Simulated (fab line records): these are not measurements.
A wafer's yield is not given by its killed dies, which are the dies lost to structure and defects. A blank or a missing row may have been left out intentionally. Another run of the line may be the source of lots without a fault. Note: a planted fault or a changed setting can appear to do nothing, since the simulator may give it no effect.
Which tool was responsible? / flow nand-harc / 72 wafers from 24 lots sampled at 6 of the route's 1159 steps

## WHAT THE GAUGES READ, wafer by wafer
NHARC_A_ONON_D1_THK_MEAS_05: measures by ellipsometry. Usual: thk-nm at 996 nm, with a standard deviation of 7.6.
lot=L074; measured=day 7 20:56; on=film-metro-02; thk-nm (nm)=987 986 987; flag=
lot=L075; measured=day 8 01:47; on=film-metro-01; thk-nm (nm)=989 988 987; flag=
lot=L076; measured=day 8 05:20; on=film-metro-02; thk-nm (nm)=999 996 998; flag=
lot=L077; measured=day 8 13:31; on=film-metro-01; thk-nm (nm)=1002 1002 1001; flag=
lot=L078; measured=day 8 13:33; on=film-metro-02; thk-nm (nm)=999 1000 999; flag=
lot=L079; measured=day 8 17:19; on=film-metro-01; thk-nm (nm)=992 991 992; flag=
lot=L080; measured=day 8 17:19; on=film-metro-02; thk-nm (nm)=1002 1002 1000; flag=
lot=L081; measured=day 9 05:41; on=film-metro-01; thk-nm (nm)=998 1001 999; flag=
lot=L082; measured=day 9 05:41; on=film-metro-02; thk-nm (nm)=985 985 984; flag=
lot=L083; measured=day 9 22:47; on=film-metro-01; thk-nm (nm)=996 994 995; flag=
lot=L084; measured=day 10 06:12; on=film-metro-02; thk-nm (nm)=1007 1006 1007; flag=
lot=L085; measured=day 10 06:12; on=film-metro-01; thk-nm (nm)=991 990 990; flag=
lot=L088; measured=day 10 19:01; on=film-metro-02; thk-nm (nm)=996 994 996; flag=
lot=L086; measured=day 10 19:01; on=film-metro-01; thk-nm (nm)=990 993 993; flag=
lot=L087; measured=day 10 19:02; on=film-metro-02; thk-nm (nm)=997 998 997; flag=
lot=L089; measured=day 11 14:26; on=film-metro-01; thk-nm (nm)=983 982 982; flag=
lot=L090; measured=day 11 14:26; on=film-metro-02; thk-nm (nm)=1004 1004 1004; flag=
lot=L091; measured=day 11 22:45; on=film-metro-01; thk-nm (nm)=1002 1003 1002; flag=
lot=L092; measured=day 11 22:46; on=film-metro-02; thk-nm (nm)=999 1000 1000; flag=
lot=L094; measured=day 12 08:35; on=film-metro-01; thk-nm (nm)=1000 998 998; flag=
lot=L093; measured=day 12 08:36; on=film-metro-02; thk-nm (nm)=994 993 994; flag=
lot=L095; measured=day 13 01:24; on=film-metro-01; thk-nm (nm)=1017 1015 1018; flag=
lot=L096; measured=day 13 01:27; on=film-metro-02; thk-nm (nm)=990 989 990; flag=
lot=L097; measured=day 13 16:52; on=film-metro-02; thk-nm (nm)=996 997 997; flag=

NHARC_A_ONON_D1_THK_MEAS_27: measures by ellipsometry. Usual: thk-nm at 999 nm, with a standard deviation of 10.
lot=L074; measured=day 8 10:43; on=film-metro-02; thk-nm (nm)=1022 1021 1023; flag=
lot=L075; measured=day 8 10:46; on=film-metro-02; thk-nm (nm)=1007 1008 1007; flag=
lot=L076; measured=day 8 15:49; on=film-metro-01; thk-nm (nm)=1012 1012 1011; flag=
lot=L077; measured=day 8 23:59; on=film-metro-01; thk-nm (nm)=1001 1002 1001; flag=
lot=L078; measured=day 9 00:00; on=film-metro-01; thk-nm (nm)=982 980 981; flag=
lot=L079; measured=day 9 03:52; on=film-metro-01; thk-nm (nm)=1005 1004 1005; flag=
lot=L080; measured=day 9 03:53; on=film-metro-02; thk-nm (nm)=980 980 979; flag=
lot=L081; measured=day 9 16:14; on=film-metro-01; thk-nm (nm)=1010 1008 1009; flag=
lot=L082; measured=day 9 16:13; on=film-metro-02; thk-nm (nm)=1007 1008 1007; flag=
lot=L083; measured=day 10 12:38; on=film-metro-01; thk-nm (nm)=987 984 985; flag=
lot=L084; measured=day 10 16:47; on=film-metro-01; thk-nm (nm)=1013 1015 1013; flag=
lot=L085; measured=day 10 16:43; on=film-metro-01; thk-nm (nm)=997 997 996; flag=
lot=L088; measured=day 11 06:06; on=film-metro-02; thk-nm (nm)=999 999 1001; flag=
lot=L086; measured=day 11 06:04; on=film-metro-02; thk-nm (nm)=1009 1007 1008; flag=
lot=L087; measured=day 11 06:05; on=film-metro-01; thk-nm (nm)=1003 1004 1002; flag=
lot=L089; measured=day 12 00:54; on=film-metro-02; thk-nm (nm)=994 993 994; flag=
lot=L090; measured=day 12 00:55; on=film-metro-01; thk-nm (nm)=996 993 994; flag=
lot=L091; measured=day 12 09:17; on=film-metro-02; thk-nm (nm)=990 987 990; flag=
lot=L092; measured=day 12 09:31; on=film-metro-02; thk-nm (nm)=997 997 999; flag=
lot=L094; measured=day 12 20:05; on=film-metro-01; thk-nm (nm)=1002 1002 1001; flag=
lot=L093; measured=day 12 20:01; on=film-metro-02; thk-nm (nm)=993 992 992; flag=
lot=L095; measured=day 13 14:00; on=film-metro-02; thk-nm (nm)=1006 1006 1004; flag=
lot=L096; measured=day 13 13:59; on=film-metro-01; thk-nm (nm)=990 990 989; flag=
lot=L097; measured=day 14 03:28; on=film-metro-02; thk-nm (nm)=993 992 993; flag=

NHARC_A_CHANNEL_HOLE_D1_OVL_MEAS_11. Usual: overlay-x-nm 0.0 nm, standard deviation 0.8; overlay-y-nm 0.1 nm, standard deviation 0.75.
lot=L074; measured=day 8 15:44; on=overlay-01; overlay-x-nm (nm)=-0.6 -1.2 -0.7; overlay-y-nm (nm)=0.3 -0.4 -0.4; flag=
lot=L075; measured=day 8 15:54; on=overlay-02; overlay-x-nm (nm)=-0.6 0.0 -0.6; overlay-y-nm (nm)=0.2 -0.1 -0.1; flag=
lot=L076; measured=day 8 20:15; on=overlay-01; overlay-x-nm (nm)=0.8 0.9 1.1; overlay-y-nm (nm)=-0.3 -0.4 -0.4; flag=
lot=L077; measured=day 9 04:15; on=overlay-01; overlay-x-nm (nm)=-0.4 -0.3 0.1; overlay-y-nm (nm)=-1.6 -0.9 -1.1; flag=
lot=L078; measured=day 9 05:02; on=overlay-01; overlay-x-nm (nm)=-1.0 0.0 -1.0; overlay-y-nm (nm)=-0.7 -0.4 -0.4; flag=
lot=L079; measured=day 9 08:11; on=overlay-01; overlay-x-nm (nm)=1.0 1.7 1.2; overlay-y-nm (nm)=0.4 0.0 0.4; flag=
lot=L080; measured=day 9 08:22; on=overlay-02; overlay-x-nm (nm)=0.5 0.1 0.3; overlay-y-nm (nm)=0.3 0.4 0.3; flag=
lot=L081; measured=day 9 20:20; on=overlay-01; overlay-x-nm (nm)=1.0 0.9 0.0; overlay-y-nm (nm)=0.3 0.1 0.7; flag=
lot=L082; measured=day 9 20:07; on=overlay-02; overlay-x-nm (nm)=-0.7 0.4 0.4; overlay-y-nm (nm)=0.5 0.4 0.5; flag=
lot=L083; measured=day 10 18:44; on=overlay-01; overlay-x-nm (nm)=-0.7 -0.7 -1.1; overlay-y-nm (nm)=0.8 0.8 -0.1; flag=
lot=L084; measured=day 10 22:03; on=overlay-02; overlay-x-nm (nm)=-0.9 -1.4 -1.0; overlay-y-nm (nm)=1.0 1.4 1.2; flag=
lot=L085; measured=day 10 21:35; on=overlay-01; overlay-x-nm (nm)=-0.3 -0.4 -1.0; overlay-y-nm (nm)=-0.1 0.4 0.3; flag=
lot=L088; measured=day 11 11:17; on=overlay-02; overlay-x-nm (nm)=1.6 1.6 1.4; overlay-y-nm (nm)=0.5 0.8 1.0; flag=
lot=L086; measured=day 11 10:10; on=overlay-01; overlay-x-nm (nm)=1.0 0.5 1.0; overlay-y-nm (nm)=-0.7 -0.4 -1.0; flag=
lot=L087; measured=day 11 11:08; on=overlay-02; overlay-x-nm (nm)=0.4 0.2 0.4; overlay-y-nm (nm)=-1.9 -1.5 -1.6; flag=
lot=L089; measured=day 12 04:50; on=overlay-02; overlay-x-nm (nm)=0.7 0.8 1.6; overlay-y-nm (nm)=-0.1 0.1 0.5; flag=
lot=L090; measured=day 12 04:59; on=overlay-01; overlay-x-nm (nm)=0.2 0.2 0.4; overlay-y-nm (nm)=1.1 1.2 1.1; flag=
lot=L091; measured=day 12 14:37; on=overlay-02; overlay-x-nm (nm)=-0.9 -1.0 -0.8; overlay-y-nm (nm)=-0.1 -0.1 0.1; flag=
lot=L092; measured=day 12 16:25; on=overlay-01; overlay-x-nm (nm)=0.1 -0.8 0.0; overlay-y-nm (nm)=0.5 0.5 0.5; flag=
lot=L094; measured=day 13 02:58; on=overlay-02; overlay-x-nm (nm)=-0.2 -0.5 -0.3; overlay-y-nm (nm)=-0.3 -0.3 0.5; flag=
lot=L093; measured=day 13 02:22; on=overlay-01; overlay-x-nm (nm)=-0.1 -0.5 0.0; overlay-y-nm (nm)=-0.7 -0.9 -0.5; flag=
lot=L095; measured=day 13 18:07; on=overlay-02; overlay-x-nm (nm)=-0.2 0.8 0.4; overlay-y-nm (nm)=-0.7 0.0 -0.6; flag=
lot=L096; measured=day 13 17:57; on=overlay-02; overlay-x-nm (nm)=-0.2 -0.6 0.4; overlay-y-nm (nm)=1.3 1.2 0.9; flag=
lot=L097; measured=day 14 07:16; on=overlay-01; overlay-x-nm (nm)=0.6 1.2 0.1; overlay-y-nm (nm)=0.5 0.4 0.4; flag=

NHARC_A_CHANNEL_HOLE_D1_CD_MEAS_18. Usual: cd-nm at 98.5 nm, with a standard deviation of 1.8.
lot=L074; measured=day 8 17:15; on=cd-sem-02; cd-nm (nm)=97.9 98.0 96.6; flag=
lot=L075; measured=day 8 17:42; on=cd-sem-02; cd-nm (nm)=100.5 100.0 98.2; flag=
lot=L076; measured=day 8 21:28; on=cd-sem-01; cd-nm (nm)=99.9 96.7 98.8; flag=
lot=L077; measured=day 9 05:28; on=cd-sem-02; cd-nm (nm)=99.2 96.9 99.9; flag=
lot=L078; measured=day 9 06:15; on=cd-sem-03; cd-nm (nm)=97.4 99.2 98.6; flag=
lot=L079; measured=day 9 09:24; on=cd-sem-03; cd-nm (nm)=96.8 95.2 98.2; flag=
lot=L080; measured=day 9 09:37; on=cd-sem-01; cd-nm (nm)=97.6 98.6 100.9; flag=
lot=L081; measured=day 9 21:33; on=cd-sem-02; cd-nm (nm)=98.2 96.3 100.3; flag=
lot=L082; measured=day 9 21:20; on=cd-sem-03; cd-nm (nm)=97.3 96.8 95.4; flag=
lot=L083; measured=day 10 19:56; on=cd-sem-02; cd-nm (nm)=96.9 98.7 97.8; flag=
lot=L084; measured=day 10 23:17; on=cd-sem-01; cd-nm (nm)=101.6 99.4 102.0; flag=
lot=L085; measured=day 10 22:47; on=cd-sem-02; cd-nm (nm)=97.6 99.3 96.7; flag=
lot=L088; measured=day 11 12:29; on=cd-sem-02; cd-nm (nm)=105.2 99.2 101.0; flag=
lot=L086; measured=day 11 11:22; on=cd-sem-03; cd-nm (nm)=100.1 97.6 99.5; flag=
lot=L087; measured=day 11 12:20; on=cd-sem-01; cd-nm (nm)=99.5 99.3 97.5; flag=
lot=L089; measured=day 12 06:12; on=cd-sem-03; cd-nm (nm)=99.4 97.9 95.7; flag=
lot=L090; measured=day 12 06:38; on=cd-sem-03; cd-nm (nm)=96.0 99.1 95.6; flag=
lot=L091; measured=day 12 15:50; on=cd-sem-02; cd-nm (nm)=98.8 101.2 99.4; flag=
lot=L092; measured=day 12 17:37; on=cd-sem-03; cd-nm (nm)=95.9 98.5 97.4; flag=
lot=L094; measured=day 13 04:10; on=cd-sem-03; cd-nm (nm)=99.0 97.8 98.4; flag=
lot=L093; measured=day 13 03:34; on=cd-sem-03; cd-nm (nm)=99.3 101.8 101.0; flag=
lot=L095; measured=day 13 19:19; on=cd-sem-01; cd-nm (nm)=98.7 98.0 100.0; flag=
lot=L096; measured=day 13 19:10; on=cd-sem-01; cd-nm (nm)=99.3 96.1 97.9; flag=
lot=L097; measured=day 14 08:38; on=cd-sem-02; cd-nm (nm)=101.7 100.1 100.6; flag=

NHARC_A_CHANNEL_FILL_D1_THK_MEAS_06: measures by ellipsometry. Usual: thk-nm at 5.0 nm, with a standard deviation of 1.
lot=L074; measured=day 10 17:23; on=film-metro-01; thk-nm (nm)=5.1 3.1 5.0; flag=
lot=L075; measured=day 10 17:23; on=film-metro-02; thk-nm (nm)=4.9 6.9 6.0; flag=
lot=L076; measured=day 10 17:23; on=film-metro-02; thk-nm (nm)=4.3 4.7 4.3; flag=
lot=L077; measured=day 10 23:18; on=film-metro-02; thk-nm (nm)=5.1 5.2 5.7; flag=
lot=L078; measured=day 10 23:18; on=film-metro-01; thk-nm (nm)=3.6 6.5 5.5; flag=
lot=L079; measured=day 11 03:38; on=film-metro-01; thk-nm (nm)=5.1 2.7 5.0; flag=
lot=L080; measured=day 11 03:38; on=film-metro-02; thk-nm (nm)=5.7 3.8 3.6; flag=
lot=L081; measured=day 11 15:00; on=film-metro-02; thk-nm (nm)=4.9 5.3 5.2; flag=
lot=L082; measured=day 11 14:59; on=film-metro-01; thk-nm (nm)=6.1 5.2 6.0; flag=
lot=L083; measured=day 12 13:36; on=film-metro-02; thk-nm (nm)=4.5 4.8 4.2; flag=
lot=L084; measured=day 12 19:29; on=film-metro-01; thk-nm (nm)=5.7 6.1 7.3; flag=
lot=L085; measured=day 12 19:29; on=film-metro-02; thk-nm (nm)=6.9 4.4 4.7; flag=
lot=L088; measured=day 13 09:40; on=film-metro-02; thk-nm (nm)=4.5 4.5 4.7; flag=
lot=L086; measured=day 13 05:35; on=film-metro-02; thk-nm (nm)=4.9 5.3 6.2; flag=
lot=L087; measured=day 13 05:35; on=film-metro-01; thk-nm (nm)=4.0 4.9 5.3; flag=
lot=L089; measured=day 14 01:31; on=film-metro-02; thk-nm (nm)=4.2 3.3 6.8; flag=
lot=L090; measured=day 14 01:31; on=film-metro-02; thk-nm (nm)=3.5 4.9 5.7; flag=
lot=L091; measured=day 14 14:07; on=film-metro-02; thk-nm (nm)=6.5 5.9 3.9; flag=
lot=L092; measured=day 14 14:07; on=film-metro-01; thk-nm (nm)=6.5 3.3 3.6; flag=
lot=L094; measured=day 14 22:20; on=film-metro-01; thk-nm (nm)=5.6 5.1 3.7; flag=
lot=L093; measured=day 14 22:20; on=film-metro-02; thk-nm (nm)=4.9 4.6 4.3; flag=
lot=L095; measured=day 15 17:49; on=film-metro-02; thk-nm (nm)=4.8 4.5 5.3; flag=
lot=L096; measured=day 15 13:01; on=film-metro-02; thk-nm (nm)=4.9 5.7 4.8; flag=
lot=L097; measured=day 16 02:58; on=film-metro-02; thk-nm (nm)=6.1 5.6 5.2; flag=

## WHICH TOOL RAN EACH LOT (tool, then ch and the chambers of the sampled wafers, then the start)
lot=L074; NHARC_A_CHANNEL_HOLE_D1_ETCH_23=har-etch-02 ch 0,1, day 8 18:53
lot=L075; NHARC_A_CHANNEL_HOLE_D1_ETCH_23=har-etch-01 ch 0,1, day 8 19:19
lot=L076; NHARC_A_CHANNEL_HOLE_D1_ETCH_23=har-etch-02 ch 0,1, day 8 23:05
lot=L077; NHARC_A_CHANNEL_HOLE_D1_ETCH_23=har-etch-01 ch 0,1, day 9 06:58
lot=L078; NHARC_A_CHANNEL_HOLE_D1_ETCH_23=har-etch-02 ch 0,1, day 9 07:52
lot=L079; NHARC_A_CHANNEL_HOLE_D1_ETCH_23=har-etch-01 ch 0,1, day 9 11:20
lot=L080; NHARC_A_CHANNEL_HOLE_D1_ETCH_23=har-etch-02 ch 0,1, day 9 12:01
lot=L081; NHARC_A_CHANNEL_HOLE_D1_ETCH_23=har-etch-02 ch 0,1, day 9 23:04
lot=L082; NHARC_A_CHANNEL_HOLE_D1_ETCH_23=har-etch-01 ch 0,1, day 9 22:50
lot=L083; NHARC_A_CHANNEL_HOLE_D1_ETCH_23=har-etch-01 ch 0,1, day 10 21:28
lot=L084; NHARC_A_CHANNEL_HOLE_D1_ETCH_23=har-etch-01 ch 0,1, day 11 01:52
lot=L085; NHARC_A_CHANNEL_HOLE_D1_ETCH_23=har-etch-02 ch 0,1, day 11 00:25
lot=L088; NHARC_A_CHANNEL_HOLE_D1_ETCH_23=har-etch-02 ch 0,1, day 11 17:21
lot=L086; NHARC_A_CHANNEL_HOLE_D1_ETCH_23=har-etch-02 ch 0,1, day 11 13:11
lot=L087; NHARC_A_CHANNEL_HOLE_D1_ETCH_23=har-etch-01 ch 1, day 11 13:58
lot=L089; NHARC_A_CHANNEL_HOLE_D1_ETCH_23=har-etch-01 ch 0,1, day 12 07:42
lot=L090; NHARC_A_CHANNEL_HOLE_D1_ETCH_23=har-etch-02 ch 0,1, day 12 08:16
lot=L091; NHARC_A_CHANNEL_HOLE_D1_ETCH_23=har-etch-02 ch 0,1, day 12 17:28
lot=L092; NHARC_A_CHANNEL_HOLE_D1_ETCH_23=har-etch-01 ch 0,1, day 12 19:14
lot=L094; NHARC_A_CHANNEL_HOLE_D1_ETCH_23=har-etch-01 ch 0,1, day 13 05:55
lot=L093; NHARC_A_CHANNEL_HOLE_D1_ETCH_23=har-etch-02 ch 1, day 13 05:11
lot=L095; NHARC_A_CHANNEL_HOLE_D1_ETCH_23=har-etch-02 ch 0,1, day 14 00:50
lot=L096; NHARC_A_CHANNEL_HOLE_D1_ETCH_23=har-etch-02 ch 0,1, day 13 20:54
lot=L097; NHARC_A_CHANNEL_HOLE_D1_ETCH_23=har-etch-02 ch 0,1, day 14 10:15
- NHARC_A_CHANNEL_HOLE_D1_ETCH_23: etches the open film in C4F8/O2/Ar, time 819 s, target depth 1600 nm.

## WHAT THE TOOLS THEMSELVES READ (means of the sampled wafers that have a number; where no wafer has one, the mark that the record gives instead)
NHARC_A_CHANNEL_HOLE_D1_ETCH_23. Usual: drypump-motor-current-A 5.7 A, standard deviation 0.41; showerhead-plenum-p-Torr 3.74 Torr, standard deviation 0.088; throttle-valve-pct 32.156 %, standard deviation 0.0084.
lot=L074; tool=har-etch-02; drypump-motor-current-A (A)=6.0; showerhead-plenum-p-Torr (Torr)=3.80; throttle-valve-pct (%)=32.157; flag=
lot=L075; tool=har-etch-01; drypump-motor-current-A (A)=5.2; showerhead-plenum-p-Torr (Torr)=3.70; throttle-valve-pct (%)=32.156; flag=
lot=L076; tool=har-etch-02; drypump-motor-current-A (A)=6.1; showerhead-plenum-p-Torr (Torr)=3.83; throttle-valve-pct (%)=32.151; flag=
lot=L077; tool=har-etch-01; drypump-motor-current-A (A)=5.4; showerhead-plenum-p-Torr (Torr)=3.66; throttle-valve-pct (%)=32.156; flag=
lot=L078; tool=har-etch-02; drypump-motor-current-A (A)=6.0; showerhead-plenum-p-Torr (Torr)=3.83; throttle-valve-pct (%)=32.157; flag=
lot=L079; tool=har-etch-01; drypump-motor-current-A (A)=5.2; showerhead-plenum-p-Torr (Torr)=3.70; throttle-valve-pct (%)=32.161; flag=
lot=L080; tool=har-etch-02; drypump-motor-current-A (A)=6.0; showerhead-plenum-p-Torr (Torr)=3.80; throttle-valve-pct (%)=32.152; flag=
lot=L081; tool=har-etch-02; drypump-motor-current-A (A)=6.0; showerhead-plenum-p-Torr (Torr)=3.83; throttle-valve-pct (%)=32.153; flag=
lot=L082; tool=har-etch-01; drypump-motor-current-A (A)=5.2; showerhead-plenum-p-Torr (Torr)=3.69; throttle-valve-pct (%)=32.160; flag=
lot=L083; tool=har-etch-01; drypump-motor-current-A (A)=5.2; showerhead-plenum-p-Torr (Torr)=3.69; throttle-valve-pct (%)=32.155; flag=
lot=L084; tool=har-etch-01; drypump-motor-current-A (A)=5.4; showerhead-plenum-p-Torr (Torr)=3.64; throttle-valve-pct (%)=32.163; flag=
lot=L085; tool=har-etch-02; drypump-motor-current-A (A)=6.0; showerhead-plenum-p-Torr (Torr)=3.79; throttle-valve-pct (%)=32.156; flag=
lot=L088; tool=har-etch-02; drypump-motor-current-A (A)=6.1; showerhead-plenum-p-Torr (Torr)=3.82; throttle-valve-pct (%)=32.160; flag=
lot=L086; tool=har-etch-02; drypump-motor-current-A (A)=6.0; showerhead-plenum-p-Torr (Torr)=3.82; throttle-valve-pct (%)=32.154; flag=
lot=L087; tool=har-etch-01; drypump-motor-current-A (A)=5.0; showerhead-plenum-p-Torr (Torr)=3.72; throttle-valve-pct (%)=32.156; flag=
lot=L089; tool=har-etch-01; drypump-motor-current-A (A)=5.2; showerhead-plenum-p-Torr (Torr)=3.68; throttle-valve-pct (%)=32.156; flag=
lot=L090; tool=har-etch-02; drypump-motor-current-A (A)=6.0; showerhead-plenum-p-Torr (Torr)=3.81; throttle-valve-pct (%)=32.148; flag=
lot=L091; tool=har-etch-02; drypump-motor-current-A (A)=6.0; showerhead-plenum-p-Torr (Torr)=3.81; throttle-valve-pct (%)=32.156; flag=
lot=L092; tool=har-etch-01; drypump-motor-current-A (A)=5.2; showerhead-plenum-p-Torr (Torr)=3.68; throttle-valve-pct (%)=32.163; flag=
lot=L094; tool=har-etch-01; drypump-motor-current-A (A)=5.2; showerhead-plenum-p-Torr (Torr)=3.67; throttle-valve-pct (%)=32.148; flag=
lot=L093; tool=har-etch-02; drypump-motor-current-A (A)=6.1; showerhead-plenum-p-Torr (Torr)=3.84; throttle-valve-pct (%)=32.150; flag=
lot=L095; tool=har-etch-02; drypump-motor-current-A (A)=6.0; showerhead-plenum-p-Torr (Torr)=3.77; throttle-valve-pct (%)=32.154; flag=
lot=L096; tool=har-etch-02; drypump-motor-current-A (A)=6.0; showerhead-plenum-p-Torr (Torr)=3.80; throttle-valve-pct (%)=32.157; flag=
lot=L097; tool=har-etch-02; drypump-motor-current-A (A)=6.0; showerhead-plenum-p-Torr (Torr)=3.80; throttle-valve-pct (%)=32.158; flag=

## THE ANSWER, worked out from the rows above alone
Rule: lot off if the mean of its wafers having a number is beyond 3 standard deviations from the usual mean. Also off: a lot with no number at a reading for which 4 or more lots have one. Where the step has rows for the other lots, those lots are counted as sound. Order of review: gauges by route order, followed by the tools' own readings, for which a lot's mean as printed above is used. At the first step where some lot is off, the reading lying furthest off is the one used; lots without a number count as furthest.
Nothing can be told from this: no lot is off at any reading shown.

## WHAT THE SIMULATOR PUT IN
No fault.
